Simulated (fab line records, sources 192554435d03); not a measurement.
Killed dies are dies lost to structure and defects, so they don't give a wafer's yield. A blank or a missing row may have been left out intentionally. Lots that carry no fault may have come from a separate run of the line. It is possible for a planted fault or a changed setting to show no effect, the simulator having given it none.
What tool caused it? -- flow n5-finfet -- 14 lots with 39 wafers sampled at 6 steps, on a route of 1938 steps

## WHAT EACH GAUGE READ, for each wafer
N5_WELL_APT_OVL_MEAS_26. Usual: PWELL_OVL gives 1 nm (standard deviation 6.8).
lot,measured,on,PWELL_OVL (nm),flag
L845,day 1 21:02,overlay-01,5 6 9,
L846,day 2 03:15,overlay-02,-6 -4 -1,
L847,day 2 08:50,overlay-02,-4 1 0,
L848,day 2 14:47,overlay-02,-7 2 -6,
L849,day 2 21:34,overlay-01,6 8 -2,
L850,day 3 03:05,overlay-02,-3 -7,
L851,day 3 09:40,overlay-01,9 5 9,
L852,day 3 15:23,overlay-02,-1 9,
L853,day 3 20:47,overlay-01,2 10 3,
L854,day 4 03:28,overlay-01,-6 -7 1,
L855,day 4 09:02,overlay-01,19 14,
L856,day 4 15:05,overlay-02,1 1 -1,
L863,day 6 08:51,overlay-02,-8 -5 -2,
L865,day 6 20:46,overlay-01,-1 5 9,

N5_WELL_APT_INSPECT_27: inspects for defects (macro). Usual: 2.1 for raw-defect-count, sd 1.5.
lot,measured,on,raw-defect-count,flag
L845,day 1 21:04,defect-inspect-02,0 3 5,
L846,day 2 03:17,defect-inspect-02,4 2 3,
L847,day 2 08:52,defect-inspect-02,4 2 0,
L848,day 2 14:48,defect-inspect-02,3 1 4,
L849,day 2 21:35,defect-inspect-02,7 3 3,
L850,day 3 03:07,defect-inspect-02,2 3,
L851,day 3 09:42,defect-inspect-01,3 2 4,
L852,day 3 15:24,defect-inspect-01,1 1,
L853,day 3 20:48,defect-inspect-01,4 3 1,
L854,day 4 03:29,defect-inspect-02,2 0 1,
L855,day 4 09:04,defect-inspect-01,1 2,
L856,day 4 15:07,defect-inspect-01,2 1 3,
L863,day 6 08:53,defect-inspect-01,0 3 2,
L865,day 6 20:47,defect-inspect-02,1 2 2,

N5_PMOS_HMC_CHANNEL_EPI_THK_MEAS_22. Usual: HMC_CMP_THK gives 53.8 nm (standard deviation 0.84).
lot,measured,on,HMC_CMP_THK (nm),flag
L845,day 2 03:00,film-metro-02,51.7 53.4 54.0,
L846,day 2 08:22,film-metro-01,53.2 54.4 52.9,
L847,day 2 13:48,film-metro-02,54.5 54.3 54.4,
L848,day 2 20:26,film-metro-01,52.6 54.1 52.1,
L849,day 3 03:02,film-metro-02,52.6 53.7 52.8,
L850,day 3 08:03,film-metro-01,54.2 52.4,
L851,day 3 15:05,film-metro-01,53.9 54.6 53.9,
L852,day 3 21:10,film-metro-02,54.1 53.7,
L853,day 4 01:36,film-metro-02,53.9 53.5 53.8,
L854,day 4 08:53,film-metro-01,53.5 54.4 53.1,
L855,day 4 13:46,film-metro-02,55.0 54.4,
L856,day 4 19:32,film-metro-02,51.5 53.0 54.1,
L863,day 6 13:23,film-metro-01,40.2 39.6 40.6,OFF
L865,day 7 01:11,film-metro-02,40.2 40.1 38.9,OFF

N5_FIN_SAQP_THK_MEAS_05. Usual: 37.8 nm for thk-nm, sd 0.55.
lot,measured,on,thk-nm (nm),flag
L845,day 2 04:12,film-metro-01,37.6 38.3 37.5,
L846,day 2 09:46,film-metro-01,37.4 37.5 38.6,
L847,day 2 15:25,film-metro-02,36.9 38.0 37.9,
L848,day 2 21:54,film-metro-01,37.7 37.2 37.9,
L849,day 3 05:14,film-metro-02,37.2 38.0 38.1,
L850,day 3 09:47,film-metro-02,38.6 37.2,
L851,day 3 16:36,film-metro-01,37.6 38.1 38.2,
L852,day 3 22:31,film-metro-02,36.9 37.7,
L853,day 4 02:43,film-metro-01,37.1 37.4 37.7,
L854,day 4 10:08,film-metro-02,38.6 39.4 39.5,
L855,day 4 15:56,film-metro-01,37.2 38.2,
L856,day 4 21:15,film-metro-02,38.4 37.8 38.8,
L863,day 6 14:29,film-metro-01,37.1 38.3 37.5,
L865,day 7 02:26,film-metro-01,37.9 37.1 38.5,

N5_BEOL_M4_RC_MEAS_101. Usual: CJ_P 5.79, standard deviation 0.18; DIBL_N 35.8 mV/V, standard deviation 1.5; DIBL_P 35.9 mV/V, standard deviation 1.8; IOFF_N 0.152 nA/um, standard deviation 0.025; IOFF_P 0.21 nA/um, standard deviation 0.031; IOFF_P_85C 3.6 nA/um, standard deviation 0.46; IOFF_P_LIN 0.099 nA/um, standard deviation 0.012; ION_N 672 uA/um, standard deviation 11; ION_P 462 uA/um, standard deviation 7.4; REXT_P 101.0 ohm.um, standard deviation 2.3; RS_NWELL 1037 ohm/sq, standard deviation 6.6; SS_N 71.5 mV/dec, standard deviation 0.52; SS_P 73.2 mV/dec, standard deviation 0.54; VT_N 250 mV, standard deviation 3; VT_P -250 mV, standard deviation 3.3.
lot,measured,on,CJ_P,DIBL_N (mV/V),DIBL_P (mV/V),IOFF_N (nA/um),IOFF_P (nA/um),IOFF_P_85C (nA/um),IOFF_P_LIN (nA/um),ION_N (uA/um),ION_P (uA/um),REXT_P (ohm.um),RS_NWELL (ohm/sq),SS_N (mV/dec),SS_P (mV/dec),VT_N (mV),VT_P (mV),flag
L845,day 7 22:11,prober-01,6.22 5.94 5.87,35.7 38.0 37.1,36.5 38.4 37.1,0.146 0.192 0.176,0.19 0.21 0.20,3.2 3.6 3.4,0.088 0.097 0.094,670 672 682,454 457 455,99.8 98.6 99.5,1036 1028 1034,72.9 73.0 72.7,72.9 73.7 73.0,251 250 251,-253 -249 -249,
L846,day 8 10:56,prober-02,5.91 5.73 5.91,37.5 38.5 35.5,36.4 38.3 34.8,0.161 0.195 0.131,0.23 0.27 0.20,4.0 4.7 3.7,0.111 0.127 0.102,675 690 665,467 474 465,103.3 102.8 103.8,1038 1028 1037,71.4 72.0 71.7,73.3 73.9 73.3,249 244 251,-247 -245 -248,
L847,day 8 10:41,prober-01,5.66 5.81 5.81,34.4 37.0 36.8,31.2 34.5 34.3,0.096 0.137 0.137,0.13 0.18 0.18,2.5 3.2 3.1,0.069 0.084 0.085,655 672 669,449 458 458,100.6 100.9 99.8,1045 1055 1047,70.5 71.1 71.2,72.3 73.2 73.1,261 253 251,-260 -254 -255,
L848,day 9 07:46,prober-01,5.95 5.61 6.05,33.9 34.9 34.1,34.8 35.9 35.4,0.122 0.143 0.125,0.16 0.17 0.16,2.9 3.0 2.9,0.082 0.084 0.082,670 674 665,457 452 459,104.7 104.0 104.6,1038 1050 1027,70.9 70.7 71.5,72.9 73.0 72.6,250 251 251,-254 -252 -256,
L849,day 9 10:22,prober-02,5.96 5.58 5.98,36.1 36.7 36.1,34.1 34.2 35.3,0.143 0.153 0.155,0.20 0.20 0.22,3.4 3.5 3.7,0.101 0.101 0.106,678 659 664,465 449 461,97.0 97.9 98.8,1035 1040 1042,71.3 71.6 70.4,73.3 73.1 73.9,251 249 248,-249 -247 -247,
L850,day 10 03:01,prober-02,5.48 6.07,36.8 37.5,38.6 38.5,0.155 0.170,0.19 0.20,3.4 3.5,0.091 0.094,678 676,459 463,100.4 99.1,1027 1029,71.0 70.9,73.4 73.9,252 251,-252 -254,
L851,day 9 17:10,prober-02,5.76 5.68 5.59,37.0 37.5 35.0,36.6 37.7 33.7,0.143 0.146 0.112,0.19 0.19 0.14,3.3 3.4 2.6,0.088 0.089 0.072,670 665 661,459 453 450,103.5 103.5 105.7,1032 1030 1037,71.6 71.9 71.4,73.8 74.1 72.9,252 254 256,-255 -255 -259,
L852,day 9 23:46,prober-02,5.89 5.91,34.6 36.3,34.5 36.1,0.115 0.146,0.15 0.18,2.9 3.3,0.080 0.089,652 669,449 463,105.9 105.1,1047 1045,71.6 71.1,72.3 72.7,256 252,-255 -253,
L853,day 10 14:59,prober-01,5.83 5.99 5.69,35.9 36.2 35.8,35.9 36.9 36.0,0.158 0.169 0.161,0.21 0.23 0.21,3.6 3.8 3.6,0.102 0.105 0.100,673 684 685,464 469 466,101.1 100.0 101.3,1043 1039 1050,71.3 71.0 70.9,72.6 73.7 73.8,248 248 248,-245 -248 -251,
L854,day 10 23:31,prober-01,5.89 5.61 5.92,37.8 37.7 37.9,35.5 35.1 34.9,0.148 0.151 0.149,0.21 0.21 0.20,3.7 3.7 3.5,0.099 0.099 0.094,669 666 662,458 459 451,101.3 102.8 102.8,1046 1038 1048,71.3 72.1 72.2,73.0 72.7 73.3,250 253 255,-247 -249 -250,
L855,day 11 00:23,prober-02,5.50 5.73,36.5 35.9,35.2 34.6,0.167 0.151,0.21 0.20,3.7 3.5,0.100 0.095,681 670,466 462,101.2 101.0,1030 1034,72.1 70.9,72.9 73.4,251 250,-246 -248,
L856,day 10 20:46,prober-01,6.25 6.02 5.83,37.1 34.2 35.5,37.8 34.8 36.5,0.177 0.128 0.145,0.23 0.18 0.20,4.1 3.4 3.7,0.110 0.092 0.097,667 677 672,458 467 459,97.4 95.6 96.1,1037 1031 1026,71.3 71.8 71.3,74.7 73.7 74.1,248 252 251,-248 -250 -253,
L863,day 12 21:50,prober-02,5.39 4.94 5.31,36.3 36.0 35.3,101.9 124.8 95.6,0.179 0.177 0.159,20.48 41.53 16.00,166.1 300.7 134.2,0.372 0.584 0.313,677 689 683,355 365 355,121.3 120.2 118.0,1061 1069 1059,71.6 71.5 71.4,129.3 140.1 126.2,247 248 251,-250 -249 -250,OFF
L865,day 13 12:31,prober-02,4.72 5.07 -,33.7 33.9 34.5,101.0 110.4 -,0.135 0.133 0.145,17.58 23.86 -,149.4 193.5 -,0.350 0.406 -,662 664 653,353 351 -,120.8 118.2 -,1074 1076 1076,71.3 71.8 71.4,128.1 135.5 -,251 253 254,-249 -251 -,OFF

## WHAT TOOL EACH LOT RAN ON (gives the tool, then ch and the chambers of the sampled wafers, and finally the start)
lot,N5_PMOS_HMC_CHANNEL_EPI_EPI_20
L845,"epi-rpcvd-01 ch 0, day 2 00:22"
L846,"epi-rpcvd-04 ch 0, day 2 06:56"
L847,"epi-rpcvd-02 ch 0, day 2 12:22"
L848,"epi-rpcvd-04 ch 0, day 2 18:55"
L849,"epi-rpcvd-01 ch 0, day 3 01:11"
L850,"epi-rpcvd-02 ch 0, day 3 07:13"
L851,"epi-rpcvd-04 ch 0, day 3 13:51"
L852,"epi-rpcvd-01 ch 0, day 3 19:18"
L853,"epi-rpcvd-04 ch 0, day 3 23:58"
L854,"epi-rpcvd-02 ch 0, day 4 07:34"
L855,"epi-rpcvd-04 ch 0, day 4 12:43"
L856,"epi-rpcvd-04 ch 0, day 4 17:54"
L863,"epi-rpcvd-04 ch 0, day 6 11:45"
L865,"epi-rpcvd-04 ch 0, day 6 23:44"
- N5_PMOS_HMC_CHANNEL_EPI_EPI_20: deposits SiGe30, target thk 59 nm.

## WHAT THE TOOLS THEMSELVES READ (means of the sampled wafers that have a number; where no wafer has one, the mark that the record gives instead)
N5_PMOS_HMC_CHANNEL_EPI_EPI_20. Usual: susceptor-temp-C 600.05 C, standard deviation 0.26; susceptor_temp_C_max 601.2, standard deviation 0.32.
lot,tool,susceptor-temp-C (C),susceptor_temp_C_max,flag
L845,epi-rpcvd-01,599.75,601.3,
L846,epi-rpcvd-04,600.22,601.2,
L847,epi-rpcvd-02,600.26,601.5,
L848,epi-rpcvd-04,600.21,601.2,
L849,epi-rpcvd-01,600.30,601.3,
L850,epi-rpcvd-02,599.94,601.2,
L851,epi-rpcvd-04,600.02,600.9,
L852,epi-rpcvd-01,599.93,601.3,
L853,epi-rpcvd-04,600.34,601.2,
L854,epi-rpcvd-02,599.88,601.3,
L855,epi-rpcvd-04,600.23,601.1,
L856,epi-rpcvd-04,600.16,601.1,
L863,epi-rpcvd-04,599.96,600.9,
L865,epi-rpcvd-04,600.09,601.0,

## THE ANSWER, worked out from the rows above alone
Rule: a lot is off if the mean of its wafers that have a number lies more than 3 standard deviations from the usual mean. A lot without any number at a reading at which 4 lots or more have one is off too. All remaining lots with rows at the step are treated as sound. After the gauges, taken in route order, come the tools' own readings; for these a lot's mean is taken, as printed above. At the first step where some lot is off, the reading lying furthest off is the one used; lots without a number count as furthest.
Off: at N5_PMOS_HMC_CHANNEL_EPI_THK_MEAS_22 (HMC_CMP_THK), L863, L865.
A tool fits if, at a process step before that reading, it ran every lot that is off, and no sound lot after the first of them. Not tried: the gauges at N5_PMOS_HMC_CHANNEL_EPI_THK_MEAS_22; whatever is off there is also off at N5_BEOL_M4_RC_MEAS_101, on other tools, and gauge error can't account for it. One fits: N5_PMOS_HMC_CHANNEL_EPI_EPI_20 on epi-rpcvd-04. Its last sound lot is L856 (day 4 17:54), its first lot that is off L863 (day 6 11:45): a fault that began between those two fits.

## WHAT THE SIMULATOR HAD INSERTED
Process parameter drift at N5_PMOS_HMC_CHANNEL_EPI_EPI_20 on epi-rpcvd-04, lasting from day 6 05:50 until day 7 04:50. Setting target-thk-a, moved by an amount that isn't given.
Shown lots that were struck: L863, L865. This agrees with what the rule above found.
